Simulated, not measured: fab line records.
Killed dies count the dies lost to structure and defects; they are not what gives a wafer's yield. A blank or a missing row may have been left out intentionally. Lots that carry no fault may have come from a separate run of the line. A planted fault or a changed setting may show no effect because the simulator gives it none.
Matching of chambers ; flow n5Finfet ; N5_BEOL_M11_ETCH_62 on rieDiel-03: 4 sister chambers
The step etches SOC in N2/H2, target depth 110 nm, overetch 22 nm, time 165 s. 14 wafers are shown with their chamber, then 7 later ones without.

== EACH WAFER AND ITS CHAMBER ==
wafer;chamber;showerheadPlenumPTorr (Torr);throttleValvePct (%);oesProductAu (a.u.)
L583.1;1;2.65;17.87;0.63
L583.3;0;2.45;17.53;0.66
L583.6;3;2.59;17.62;0.74
L585.2;2;2.54;17.90;0.62
L585.3;1;2.65;17.89;0.63
L585.6;3;2.59;17.66;0.74
L587.1;0;2.44;17.53;0.65
L587.3;3;2.59;17.66;0.74
L587.5;3;2.59;17.66;0.73
L590.4;3;2.58;17.68;0.72
L590.5;0;2.44;17.55;0.65
L590.6;1;2.64;17.93;0.62
L595.2;1;2.64;17.94;0.61
L595.3;0;2.44;17.57;0.65

SIGNATURES, as means of the wafers listed above
reading;chamber 0;chamber 1;chamber 2;chamber 3;scatter within a chamber
showerheadPlenumPTorr;2.4425;2.6450;2.5400;2.5880;0.00505
throttleValvePct;17.5450;17.9075;17.9000;17.6560;0.0251
oesProductAu;0.6525;0.6225;0.6200;0.7340;0.00819
Rule: distance of a wafer from a chamber = root of the sum over the readings of ((wafer's reading minus chamber's mean) / reading's scatter) squared. If the next closest chamber is less than 2 further off than the closest, the wafer can't be placed; otherwise it belongs to the closest. The scatter: the root of (the sum of the squares of (reading less its chamber's mean) over the shown wafers, divided by (wafers less chambers)).

== WAFERS WITHOUT THEIR CHAMBER ==
wafer;showerheadPlenumPTorr (Torr);throttleValvePct (%);oesProductAu (a.u.)
L595.5;2.54;17.90;0.61
L593.1;2.64;17.94;0.61
L593.2;2.54;17.91;0.62
L593.3;2.43;17.58;0.65
L594.2;2.58;17.67;0.71
L594.3;2.43;17.58;0.64
L594.4;2.64;17.92;0.61

== WHICH CHAMBER EACH WENT THROUGH ==
wafer;from the rows above;in truth
L595.5;2;2
L593.1;1;1
L593.2;2;2
L593.3;0;0
L594.2;3;3
L594.3;0;0
L594.4;1;1
Correctly placed: 7 of 7. Not placeable from these rows: 0. Number placed wrongly: 0.
